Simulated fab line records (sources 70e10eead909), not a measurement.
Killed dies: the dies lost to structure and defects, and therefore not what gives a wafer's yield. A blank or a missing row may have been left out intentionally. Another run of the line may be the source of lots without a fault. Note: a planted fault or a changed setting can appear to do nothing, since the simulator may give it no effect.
Chamber matching / flow nand_harc / rie_diel-08 running NHARC_A_STAIRCASE_DESCUM_443: 4 sister chambers
The step chemistry O2, time 3 s. 16 wafers are shown with their chamber, then 8 later ones without.

WAFERS, EACH WITH ITS CHAMBER
wafer=L080.4; chamber=3; drypump_motor_current_A (A)=6.5; showerhead_plenum_p_Torr (Torr)=1.94; throttle_valve_pct (%)=11.313
wafer=L080.5; chamber=3; drypump_motor_current_A (A)=6.4; showerhead_plenum_p_Torr (Torr)=1.94; throttle_valve_pct (%)=11.299
wafer=L080.6; chamber=0; drypump_motor_current_A (A)=5.3; showerhead_plenum_p_Torr (Torr)=1.94; throttle_valve_pct (%)=11.307
wafer=L082.1; chamber=1; drypump_motor_current_A (A)=6.6; showerhead_plenum_p_Torr (Torr)=1.79; throttle_valve_pct (%)=11.327
wafer=L082.4; chamber=0; drypump_motor_current_A (A)=5.3; showerhead_plenum_p_Torr (Torr)=1.93; throttle_valve_pct (%)=11.304
wafer=L082.5; chamber=2; drypump_motor_current_A (A)=5.6; showerhead_plenum_p_Torr (Torr)=2.06; throttle_valve_pct (%)=11.316
wafer=L087.3; chamber=0; drypump_motor_current_A (A)=5.3; showerhead_plenum_p_Torr (Torr)=1.93; throttle_valve_pct (%)=11.305
wafer=L087.4; chamber=2; drypump_motor_current_A (A)=5.6; showerhead_plenum_p_Torr (Torr)=2.06; throttle_valve_pct (%)=11.307
wafer=L087.6; chamber=3; drypump_motor_current_A (A)=6.5; showerhead_plenum_p_Torr (Torr)=1.93; throttle_valve_pct (%)=11.319
wafer=L089.1; chamber=0; drypump_motor_current_A (A)=5.3; showerhead_plenum_p_Torr (Torr)=1.93; throttle_valve_pct (%)=11.318
wafer=L089.3; chamber=3; drypump_motor_current_A (A)=6.5; showerhead_plenum_p_Torr (Torr)=1.93; throttle_valve_pct (%)=11.316
wafer=L089.4; chamber=2; drypump_motor_current_A (A)=5.6; showerhead_plenum_p_Torr (Torr)=2.06; throttle_valve_pct (%)=11.324
wafer=L091.1; chamber=2; drypump_motor_current_A (A)=5.6; showerhead_plenum_p_Torr (Torr)=2.05; throttle_valve_pct (%)=11.316
wafer=L091.3; chamber=0; drypump_motor_current_A (A)=5.3; showerhead_plenum_p_Torr (Torr)=1.93; throttle_valve_pct (%)=11.323
wafer=L091.4; chamber=3; drypump_motor_current_A (A)=6.4; showerhead_plenum_p_Torr (Torr)=1.93; throttle_valve_pct (%)=11.311
wafer=L092.2; chamber=3; drypump_motor_current_A (A)=6.4; showerhead_plenum_p_Torr (Torr)=1.93; throttle_valve_pct (%)=11.303

SIGNATURES, as means of the wafers listed above
reading=drypump_motor_current_A; chamber 0=5.300; chamber 1=6.600; chamber 2=5.600; chamber 3=6.450; scatter within a chamber=0.0354
reading=showerhead_plenum_p_Torr; chamber 0=1.9320; chamber 1=1.7900; chamber 2=2.0575; chamber 3=1.9333; scatter within a chamber=0.0049
reading=throttle_valve_pct; chamber 0=11.31140; chamber 1=11.32700; chamber 2=11.31575; chamber 3=11.31017; scatter within a chamber=0.00783
Rule: for each reading, subtract the chamber's mean from the wafer's reading, divide by that reading's scatter and square the result; add these up over the readings and take the root, which gives the wafer's distance from the chamber. If the next closest chamber is less than 2 further off than the closest, the wafer can't be placed; otherwise it belongs to the closest. How the scatter is found: for the shown wafers, subtract from each reading the mean of its chamber, square and add these, divide the total by (wafers less chambers), then take the root.

WAFERS WITHOUT THEIR CHAMBER
wafer=L092.3; drypump_motor_current_A (A)=6.5; showerhead_plenum_p_Torr (Torr)=1.78; throttle_valve_pct (%)=11.295
wafer=L092.6; drypump_motor_current_A (A)=5.6; showerhead_plenum_p_Torr (Torr)=2.05; throttle_valve_pct (%)=11.310
wafer=L094.3; drypump_motor_current_A (A)=5.6; showerhead_plenum_p_Torr (Torr)=2.05; throttle_valve_pct (%)=11.305
wafer=L094.4; drypump_motor_current_A (A)=6.4; showerhead_plenum_p_Torr (Torr)=1.92; throttle_valve_pct (%)=11.304
wafer=L094.6; drypump_motor_current_A (A)=6.4; showerhead_plenum_p_Torr (Torr)=1.92; throttle_valve_pct (%)=11.317
wafer=L095.2; drypump_motor_current_A (A)=6.4; showerhead_plenum_p_Torr (Torr)=1.92; throttle_valve_pct (%)=11.312
wafer=L095.4; drypump_motor_current_A (A)=5.3; showerhead_plenum_p_Torr (Torr)=1.92; throttle_valve_pct (%)=11.315
wafer=L095.6; drypump_motor_current_A (A)=5.6; showerhead_plenum_p_Torr (Torr)=2.05; throttle_valve_pct (%)=11.309

WHICH CHAMBER EACH WENT THROUGH
wafer=L092.3; from the rows above=1; in truth=1
wafer=L092.6; from the rows above=2; in truth=2
wafer=L094.3; from the rows above=2; in truth=2
wafer=L094.4; from the rows above=3; in truth=3
wafer=L094.6; from the rows above=3; in truth=3
wafer=L095.2; from the rows above=3; in truth=3
wafer=L095.4; from the rows above=0; in truth=0
wafer=L095.6; from the rows above=2; in truth=2
Placed correctly: 8 of 8. Not placeable from these rows: 0. Number placed wrongly: 0.
